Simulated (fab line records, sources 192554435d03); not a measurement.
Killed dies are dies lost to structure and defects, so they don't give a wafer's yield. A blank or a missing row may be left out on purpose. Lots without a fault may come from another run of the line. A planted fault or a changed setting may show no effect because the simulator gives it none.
One fault seen from 3 desks | flow n5_finfet | each desk has only its own numbers; what lay behind them comes last

THE METROLOGY DESK
What the gauges read, lot by lot, whatever tool the lot ran on: means of the sampled wafers that have a number. A lot is out of limits, marked OUT, if its mean lies more than 4 standard deviations from the usual mean; the brackets give that distance. Of its 10 readings 7 are shown: those that lie furthest out on some lot.
Columns: A = DIBL_N at N5_BEOL_M4_RC_MEAS_101, usual 37.5 mV/V; B = DIBL_P at N5_BEOL_M4_RC_MEAS_101, usual 38 mV/V; C = IOFF_N at N5_BEOL_M4_RC_MEAS_101, usual 0.19 nA/um; D = IOFF_P at N5_BEOL_M4_RC_MEAS_101, usual 0.24 nA/um; E = ION_N at N5_BEOL_M4_RC_MEAS_101, usual 679 uA/um; F = SS_N at N5_BEOL_M4_RC_MEAS_101, usual 72.0 mV/dec; G = SS_P at N5_BEOL_M4_RC_MEAS_101, usual 73.7 mV/dec
lot  | first seen here | A    | B  | C    | D    | E   | F    | G
L423 | day 8 01:46     | 36.3 | 38 | 0.18 | 0.24 | 678 | 71.7 | 73.1
L428 | day 9 23:17     | 41.3 | 43 | 0.30 | 0.33 | 703 | 73.6 | 75.0
L431 | day 10 09:53    | 38.3 | 37 | 0.19 | 0.27 | 690 | 72.0 | 73.7
L433 | day 11 12:13    | 40.1 | 41 | 0.26 | 0.31 | 685 | 72.7 | 73.8
L441 | day 12 23:50    | 37.7 | 37 | 0.20 | 0.24 | 689 | 71.8 | 73.2
L445 | day 14 05:17    | 33.6 | 35 | 0.15 | 0.21 | 674 | 71.8 | 72.7
This desk's finding: nothing out of limits on any of the 6 lots.

THE DEFECT DESK
What the inspections along the route counted, lot by lot: means of the sampled wafers that have a number. A lot is out of limits, marked OUT, if its mean lies more than 4 standard deviations from the usual mean; the brackets give that distance.
Columns: A = raw_defect_count at N5_HKMG_FIN_INSPECT_28, usual 36
lot  | first seen here | A
L423 | day 4 15:07     | 50
L428 | day 5 20:01     | 35
L431 | day 6 14:36     | 51
L433 | day 7 02:16     | 18
L441 | day 9 03:48     | 38
L445 | day 10 06:52    | 25
This desk's finding: nothing out of limits on any of the 6 lots.

THE TOOL OWNER'S DESK: rie_diel-06
The tool's own readings at N5_GATE_CUT_ETCH_58 (etches SiNx in CH3F/O2, target depth 17 nm, time 128.6 s): means of the sampled wafers that have a number, for each lot that ran on this tool. A lot is out of limits, marked OUT, if its mean lies more than 4 standard deviations from the usual mean; the brackets give that distance.
Columns: A = drypump_motor_current_A at N5_GATE_CUT_ETCH_58, usual 5.5 A; B = mfc_ar_sccm at N5_GATE_CUT_ETCH_58, usual 150.0 sccm; C = oes_product_au at N5_GATE_CUT_ETCH_58, usual 0.79 a.u.; D = rf_vpp_V at N5_GATE_CUT_ETCH_58, usual 99.2 V; E = showerhead_plenum_p_Torr at N5_GATE_CUT_ETCH_58, usual 2.02 Torr; F = throttle_valve_pct at N5_GATE_CUT_ETCH_58, usual 16.35 %
lot  | first seen here | A   | B     | C    | D     | E    | F
L428 | day 5 20:20     | 5.6 | 149.8 | 0.86 | 99.6  | 2.03 | 16.22
L431 | day 6 14:55     | 5.5 | 149.4 | 0.92 | 100.1 | 2.08 | 16.08
L433 | day 7 02:39     | 5.3 | 150.1 | 0.91 | 99.8  | 2.11 | 16.16
L445 | day 10 07:13    | 5.3 | 149.6 | 0.85 | 99.3  | 2.06 | 16.21
This desk's finding: nothing out of limits on any of the 4 lots.

PUT TOGETHER
The metrology desk saw nothing out of limits.
The defect desk saw nothing out of limits.
The tool owner's desk saw nothing out of limits.

WHAT THE SIMULATOR HAD PUT IN
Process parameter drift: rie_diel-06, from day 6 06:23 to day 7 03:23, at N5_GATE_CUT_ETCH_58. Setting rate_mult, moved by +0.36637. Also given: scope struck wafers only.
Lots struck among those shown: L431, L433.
